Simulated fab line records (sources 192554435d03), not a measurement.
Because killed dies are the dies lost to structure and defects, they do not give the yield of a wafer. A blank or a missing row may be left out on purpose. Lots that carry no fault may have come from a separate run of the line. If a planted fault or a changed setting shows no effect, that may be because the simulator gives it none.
The tool behind it: which one? :: flow n5_finfet :: 11 lots, 30 wafers sampled, at 5 steps of a route of 1938

== WHAT THE GAUGES SHOWED, per wafer ==
N5_BEOL_M4_RC_MEAS_101. Usual: DIBL_N 36.5 mV/V, standard deviation 1.4; DIBL_P 36.6 mV/V, standard deviation 1.9; IOFF_N 0.167 nA/um, standard deviation 0.029; IOFF_P 0.21 nA/um, standard deviation 0.033; ION_N 674 uA/um, standard deviation 12; ION_P 460 uA/um, standard deviation 8.9; SS_N 71.6 mV/dec, standard deviation 0.57; SS_P 73.4 mV/dec, standard deviation 0.61; VT_N 249 mV, standard deviation 3.3; VT_P -250 mV, standard deviation 3.3.
lot: L295
measured: day 8 10:10
on: prober-01
DIBL_N (mV/V): 33.5 36.6 33.2
DIBL_P (mV/V): 31.3 35.8 31.9
IOFF_N (nA/um): 0.126 0.180 0.119
IOFF_P (nA/um): 0.18 0.25 0.18
ION_N (uA/um): 677 694 671
ION_P (uA/um): 470 480 460
SS_N (mV/dec): 70.3 71.8 70.9
SS_P (mV/dec): 72.9 73.1 72.5
VT_N (mV): 250 245 252
VT_P (mV): -249 -247 -250
flag: 

lot: L296
measured: day 7 20:03
on: prober-01
DIBL_N (mV/V): 34.9 34.5 37.4
DIBL_P (mV/V): 35.9 35.7 37.8
IOFF_N (nA/um): 0.152 0.133 0.186
IOFF_P (nA/um): 0.17 0.18 0.20
ION_N (uA/um): 682 660 670
ION_P (uA/um): 454 449 453
SS_N (mV/dec): 71.5 71.4 72.5
SS_P (mV/dec): 73.3 73.7 73.2
VT_N (mV): 250 251 244
VT_P (mV): -254 -253 -253
flag: 

lot: L297
measured: day 8 10:22
on: prober-02
DIBL_N (mV/V): 36.0 34.5 38.5
DIBL_P (mV/V): 36.0 33.9 39.2
IOFF_N (nA/um): 0.160 0.134 0.214
IOFF_P (nA/um): 0.20 0.18 0.26
ION_N (uA/um): 664 657 674
ION_P (uA/um): 454 450 459
SS_N (mV/dec): 71.5 71.3 72.6
SS_P (mV/dec): 73.9 73.7 74.7
VT_N (mV): 250 252 244
VT_P (mV): -252 -256 -247
flag: 

lot: L298
measured: day 8 13:14
on: prober-02
DIBL_N (mV/V): 36.0 34.5 36.4
DIBL_P (mV/V): 37.2 34.3 36.9
IOFF_N (nA/um): 0.162 0.130 0.145
IOFF_P (nA/um): 0.23 0.19 0.22
ION_N (uA/um): 693 667 659
ION_P (uA/um): 478 460 457
SS_N (mV/dec): 71.3 71.4 72.1
SS_P (mV/dec): 72.9 72.8 73.6
VT_N (mV): 252 253 252
VT_P (mV): -252 -250 -250
flag: 

lot: L299
measured: day 9 03:16
on: prober-02
DIBL_N (mV/V): 36.6 35.1 37.3
DIBL_P (mV/V): 35.3 33.9 36.3
IOFF_N (nA/um): 0.158 0.135 0.173
IOFF_P (nA/um): 0.23 0.21 0.25
ION_N (uA/um): 678 662 677
ION_P (uA/um): 467 462 470
SS_N (mV/dec): 71.5 70.4 71.1
SS_P (mV/dec): 73.4 73.0 73.6
VT_N (mV): 250 252 250
VT_P (mV): -248 -248 -244
flag: 

lot: L301
measured: day 9 12:23
on: prober-01
DIBL_N (mV/V): 38.2
DIBL_P (mV/V): 35.9
IOFF_N (nA/um): 0.252
IOFF_P (nA/um): 0.21
ION_N (uA/um): 669
ION_P (uA/um): 450
SS_N (mV/dec): 74.6
SS_P (mV/dec): 73.7
VT_N (mV): 248
VT_P (mV): -251
flag: OFF

lot: L307
measured: day 11 02:14
on: prober-02
DIBL_N (mV/V): 38.6 37.4
DIBL_P (mV/V): 40.1 36.5
IOFF_N (nA/um): 0.216 0.170
IOFF_P (nA/um): 0.23 0.17
ION_N (uA/um): 691 667
ION_P (uA/um): 465 449
SS_N (mV/dec): 72.2 72.1
SS_P (mV/dec): 74.6 73.5
VT_N (mV): 244 249
VT_P (mV): -252 -255
flag: 

lot: L309
measured: day 11 23:48
on: prober-02
DIBL_N (mV/V): 38.3 39.2 35.4
DIBL_P (mV/V): 39.6 40.3 35.6
IOFF_N (nA/um): 0.211 0.215 0.146
IOFF_P (nA/um): 0.29 0.29 0.21
ION_N (uA/um): 697 685 673
ION_P (uA/um): 479 469 468
SS_N (mV/dec): 71.4 72.0 71.3
SS_P (mV/dec): 73.7 74.0 72.5
VT_N (mV): 248 246 249
VT_P (mV): -245 -244 -250
flag: 

lot: L310
measured: day 12 01:44
on: prober-01
DIBL_N (mV/V): 37.8 36.9 35.8
DIBL_P (mV/V): 38.8 37.7 36.3
IOFF_N (nA/um): 0.196 0.180 0.148
IOFF_P (nA/um): 0.22 0.21 0.19
ION_N (uA/um): 677 685 670
ION_P (uA/um): 460 464 461
SS_N (mV/dec): 71.7 71.3 71.3
SS_P (mV/dec): 73.6 73.5 73.9
VT_N (mV): 245 247 249
VT_P (mV): -248 -250 -252
flag: 

lot: L313
measured: day 13 01:41
on: prober-01
DIBL_N (mV/V): 37.9 39.4 38.6
DIBL_P (mV/V): 38.4 41.1 38.5
IOFF_N (nA/um): 0.174 0.228 0.181
IOFF_P (nA/um): 0.24 0.29 0.23
ION_N (uA/um): 668 703 658
ION_P (uA/um): 462 481 452
SS_N (mV/dec): 72.1 71.8 71.8
SS_P (mV/dec): 73.4 74.9 73.6
VT_N (mV): 248 245 250
VT_P (mV): -251 -247 -251
flag: 

lot: L317
measured: day 13 16:08
on: prober-01
DIBL_N (mV/V): 36.3 38.2 37.6
DIBL_P (mV/V): 35.9 37.1 37.4
IOFF_N (nA/um): 0.147 0.161 0.169
IOFF_P (nA/um): 0.21 0.23 0.24
ION_N (uA/um): 659 665 668
ION_P (uA/um): 459 457 464
SS_N (mV/dec): 71.3 71.4 72.0
SS_P (mV/dec): 72.9 73.6 73.7
VT_N (mV): 253 250 246
VT_P (mV): -249 -250 -249
flag: 

== WHICH TOOL RAN EACH LOT (tool, then ch and the chambers of the sampled wafers, then the start) ==
lot: L295
N5_SD_EPI_N_SD_RECESS_17: rie_si-01 ch 0,2,3, day 3 02:30
N5_BEOL_M4_SPUTTER_81: pvd_sputter-01, day 8 07:35
N5_BEOL_M4_ANNEAL_91: pvd_sputter-01, day 8 08:19
N5_BEOL_M4_SPUTTER_92: pvd_sputter-01, day 8 08:28

lot: L296
N5_SD_EPI_N_SD_RECESS_17: rie_si-04 ch 0,2,3, day 3 07:20
N5_BEOL_M4_SPUTTER_81: pvd_sputter-02, day 7 16:35
N5_BEOL_M4_ANNEAL_91: pvd_sputter-02, day 7 17:20
N5_BEOL_M4_SPUTTER_92: pvd_sputter-02, day 7 17:28

lot: L297
N5_SD_EPI_N_SD_RECESS_17: rie_si-03 ch 0,2, day 3 14:06
N5_BEOL_M4_SPUTTER_81: pvd_sputter-02, day 8 07:57
N5_BEOL_M4_ANNEAL_91: pvd_sputter-02, day 8 08:41
N5_BEOL_M4_SPUTTER_92: pvd_sputter-02, day 8 08:50

lot: L298
N5_SD_EPI_N_SD_RECESS_17: rie_si-01 ch 0,2,3, day 3 20:04
N5_BEOL_M4_SPUTTER_81: pvd_sputter-03, day 8 10:49
N5_BEOL_M4_ANNEAL_91: pvd_sputter-03, day 8 11:34
N5_BEOL_M4_SPUTTER_92: pvd_sputter-03, day 8 11:42

lot: L299
N5_SD_EPI_N_SD_RECESS_17: rie_si-03 ch 0,3, day 4 03:50
N5_BEOL_M4_SPUTTER_81: pvd_sputter-02, day 9 00:50
N5_BEOL_M4_ANNEAL_91: pvd_sputter-02, day 9 01:35
N5_BEOL_M4_SPUTTER_92: pvd_sputter-02, day 9 01:43

lot: L301
N5_SD_EPI_N_SD_RECESS_17: rie_si-04 ch 0, day 4 12:50
N5_BEOL_M4_SPUTTER_81: pvd_sputter-03, day 9 09:23
N5_BEOL_M4_ANNEAL_91: pvd_sputter-03, day 9 10:10
N5_BEOL_M4_SPUTTER_92: pvd_sputter-03, day 9 10:16

lot: L307
N5_SD_EPI_N_SD_RECESS_17: rie_si-03 ch 1,3, day 6 11:29
N5_BEOL_M4_SPUTTER_81: pvd_sputter-03, day 10 23:40
N5_BEOL_M4_ANNEAL_91: pvd_sputter-03, day 11 00:25
N5_BEOL_M4_SPUTTER_92: pvd_sputter-03, day 11 00:33

lot: L309
N5_SD_EPI_N_SD_RECESS_17: rie_si-03 ch 1,2, day 6 18:13
N5_BEOL_M4_SPUTTER_81: pvd_sputter-03, day 11 21:14
N5_BEOL_M4_ANNEAL_91: pvd_sputter-03, day 11 21:58
N5_BEOL_M4_SPUTTER_92: pvd_sputter-03, day 11 22:07

lot: L310
N5_SD_EPI_N_SD_RECESS_17: rie_si-01 ch 0,1, day 6 22:47
N5_BEOL_M4_SPUTTER_81: pvd_sputter-03, day 11 23:11
N5_BEOL_M4_ANNEAL_91: pvd_sputter-03, day 11 23:56
N5_BEOL_M4_SPUTTER_92: pvd_sputter-03, day 12 00:04

lot: L313
N5_SD_EPI_N_SD_RECESS_17: rie_si-01 ch 1,2,3, day 7 13:43
N5_BEOL_M4_SPUTTER_81: pvd_sputter-02, day 12 22:44
N5_BEOL_M4_ANNEAL_91: pvd_sputter-02, day 12 23:28
N5_BEOL_M4_SPUTTER_92: pvd_sputter-02, day 12 23:37

lot: L317
N5_SD_EPI_N_SD_RECESS_17: rie_si-01 ch 0,3, day 8 12:17
N5_BEOL_M4_SPUTTER_81: pvd_sputter-01, day 13 13:08
N5_BEOL_M4_ANNEAL_91: pvd_sputter-01, day 13 13:52
N5_BEOL_M4_SPUTTER_92: pvd_sputter-01, day 13 14:01
- N5_SD_EPI_N_SD_RECESS_17: chemistry HBr/Cl2/O2, target depth 41 nm, time 23.7 s, bt time 3 s.
- N5_BEOL_M4_SPUTTER_81: material Cu, target thk 4.5 nm, time 8.29 s.
- N5_BEOL_M4_ANNEAL_91: time 240 s.
- N5_BEOL_M4_SPUTTER_92: material Cu, target thk 4.5 nm, time 8.29 s.

== AS READ BY THE TOOLS THEMSELVES (means over the sampled wafers that have a number; for cases with no such wafer, the mark the record gives instead) ==
N5_SD_EPI_N_SD_RECESS_17. Usual: drypump_motor_current_A 5.6 A, standard deviation 0.61; oes_product_au 0.999 a.u., standard deviation 0.017; throttle_valve_pct 37.10 %, standard deviation 0.28.
lot: L295
tool: rie_si-01
drypump_motor_current_A (A): 6.1
oes_product_au (a.u.): 1.011
throttle_valve_pct (%): 36.84
flag: 

lot: L296
tool: rie_si-04
drypump_motor_current_A (A): 5.4
oes_product_au (a.u.): 0.995
throttle_valve_pct (%): 36.92
flag: 

lot: L297
tool: rie_si-03
drypump_motor_current_A (A): 5.4
oes_product_au (a.u.): 0.993
throttle_valve_pct (%): 37.43
flag: 

lot: L298
tool: rie_si-01
drypump_motor_current_A (A): 6.1
oes_product_au (a.u.): 1.015
throttle_valve_pct (%): 36.85
flag: 

lot: L299
tool: rie_si-03
drypump_motor_current_A (A): 5.8
oes_product_au (a.u.): 0.986
throttle_valve_pct (%): 37.38
flag: 

lot: L301
tool: rie_si-04
drypump_motor_current_A (A): 5.8
oes_product_au (a.u.): 1.012
throttle_valve_pct (%): 36.90
flag: 

lot: L307
tool: rie_si-03
drypump_motor_current_A (A): 5.5
oes_product_au (a.u.): 0.985
throttle_valve_pct (%): 37.28
flag: 

lot: L309
tool: rie_si-03
drypump_motor_current_A (A): 5.4
oes_product_au (a.u.): 0.992
throttle_valve_pct (%): 37.33
flag: 

lot: L310
tool: rie_si-01
drypump_motor_current_A (A): 5.9
oes_product_au (a.u.): 1.011
throttle_valve_pct (%): 37.09
flag: 

lot: L313
tool: rie_si-01
drypump_motor_current_A (A): 6.2
oes_product_au (a.u.): 1.014
throttle_valve_pct (%): 36.95
flag: 

lot: L317
tool: rie_si-01
drypump_motor_current_A (A): 6.1
oes_product_au (a.u.): 1.016
throttle_valve_pct (%): 36.86
flag: 

N5_BEOL_M4_SPUTTER_81. Usual: substrate_temp_c -20.01 C, standard deviation 0.11; throttle_valve_pct 30.0 %, standard deviation 1.2.
lot: L295
tool: pvd_sputter-01
substrate_temp_c (C): -20.07
throttle_valve_pct (%): 29.4
flag: 

lot: L296
tool: pvd_sputter-02
substrate_temp_c (C): -20.05
throttle_valve_pct (%): 30.3
flag: 

lot: L297
tool: pvd_sputter-02
substrate_temp_c (C): -19.96
throttle_valve_pct (%): 29.4
flag: 

lot: L298
tool: pvd_sputter-03
substrate_temp_c (C): -20.08
throttle_valve_pct (%): 30.1
flag: 

lot: L299
tool: pvd_sputter-02
substrate_temp_c (C): -19.86
throttle_valve_pct (%): 29.8
flag: 

lot: L301
tool: pvd_sputter-03
substrate_temp_c (C): -19.94
throttle_valve_pct (%): 29.8
flag: 

lot: L307
tool: pvd_sputter-03
substrate_temp_c (C): -20.06
throttle_valve_pct (%): 29.8
flag: 

lot: L309
tool: pvd_sputter-03
substrate_temp_c (C): -20.01
throttle_valve_pct (%): 30.2
flag: 

lot: L310
tool: pvd_sputter-03
substrate_temp_c (C): -19.93
throttle_valve_pct (%): 29.0
flag: 

lot: L313
tool: pvd_sputter-02
substrate_temp_c (C): -20.00
throttle_valve_pct (%): 29.4
flag: 

lot: L317
tool: pvd_sputter-01
substrate_temp_c (C): -20.00
throttle_valve_pct (%): 29.7
flag: 

N5_BEOL_M4_ANNEAL_91. Usual: heater_power_w 866 W, standard deviation 41; susceptor_temp_C_max 401.0, standard deviation 0.44.
lot: L295
tool: pvd_sputter-01
heater_power_w (W): 873
susceptor_temp_C_max: 400.7
flag: 

lot: L296
tool: pvd_sputter-02
heater_power_w (W): 858
susceptor_temp_C_max: 401.1
flag: 

lot: L297
tool: pvd_sputter-02
heater_power_w (W): 872
susceptor_temp_C_max: 401.2
flag: 

lot: L298
tool: pvd_sputter-03
heater_power_w (W): 868
susceptor_temp_C_max: 401.0
flag: 

lot: L299
tool: pvd_sputter-02
heater_power_w (W): 868
susceptor_temp_C_max: 400.7
flag: 

lot: L301
tool: pvd_sputter-03
heater_power_w (W): 875
susceptor_temp_C_max: 401.3
flag: 

lot: L307
tool: pvd_sputter-03
heater_power_w (W): 894
susceptor_temp_C_max: 401.4
flag: 

lot: L309
tool: pvd_sputter-03
heater_power_w (W): 856
susceptor_temp_C_max: 401.0
flag: 

lot: L310
tool: pvd_sputter-03
heater_power_w (W): 836
susceptor_temp_C_max: 401.1
flag: 

lot: L313
tool: pvd_sputter-02
heater_power_w (W): 863
susceptor_temp_C_max: 400.8
flag: 

lot: L317
tool: pvd_sputter-01
heater_power_w (W): 881
susceptor_temp_C_max: 401.0
flag: 

N5_BEOL_M4_SPUTTER_92. Usual: substrate_temp_c -20.00 C, standard deviation 0.1; throttle_valve_pct 30.0 %, standard deviation 1.2.
lot: L295
tool: pvd_sputter-01
substrate_temp_c (C): -19.93
throttle_valve_pct (%): 29.4
flag: 

lot: L296
tool: pvd_sputter-02
substrate_temp_c (C): -20.00
throttle_valve_pct (%): 30.2
flag: 

lot: L297
tool: pvd_sputter-02
substrate_temp_c (C): -20.08
throttle_valve_pct (%): 29.6
flag: 

lot: L298
tool: pvd_sputter-03
substrate_temp_c (C): -19.99
throttle_valve_pct (%): 30.0
flag: 

lot: L299
tool: pvd_sputter-02
substrate_temp_c (C): -19.92
throttle_valve_pct (%): 29.7
flag: 

lot: L301
tool: pvd_sputter-03
substrate_temp_c (C): -19.97
throttle_valve_pct (%): 30.1
flag: 

lot: L307
tool: pvd_sputter-03
substrate_temp_c (C): -20.09
throttle_valve_pct (%): 29.8
flag: 

lot: L309
tool: pvd_sputter-03
substrate_temp_c (C): -19.97
throttle_valve_pct (%): 30.2
flag: 

lot: L310
tool: pvd_sputter-03
substrate_temp_c (C): -20.10
throttle_valve_pct (%): 29.1
flag: 

lot: L313
tool: pvd_sputter-02
substrate_temp_c (C): -20.03
throttle_valve_pct (%): 29.3
flag: 

lot: L317
tool: pvd_sputter-01
substrate_temp_c (C): -20.03
throttle_valve_pct (%): 29.8
flag: 

== THE ANSWER, worked out from the rows above alone ==
Rule: lot off if the mean of its wafers having a number is beyond 3 standard deviations from the usual mean. Also off: a lot with no number at a reading for which 4 or more lots have one. Any other lot the step has rows for is counted as sound. First the gauges in route order, then the tools' own readings, where a lot's mean is used as printed above. At the first step where some lot is off, the reading lying furthest off is the one used; lots without a number count as furthest.
Off: L301, seen at N5_BEOL_M4_RC_MEAS_101 (SS_N).
A tool fits if, at a process step before that reading, it ran every lot that is off, and no sound lot after the first of them. Gauges at N5_BEOL_M4_RC_MEAS_101: tried the same way as those tools. One candidate fits, namely rie_si-04 at N5_SD_EPI_N_SD_RECESS_17. Its last sound lot is L296 (day 3 07:20), its first lot that is off L301 (day 4 12:50): a fault that began between those two fits.

== WHAT THE SIMULATOR PUT IN ==
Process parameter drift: rie_si-04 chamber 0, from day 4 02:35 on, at N5_SD_EPI_N_SD_RECESS_17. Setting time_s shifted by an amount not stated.
Lots struck among those shown: L301. The same result came from the rule above.
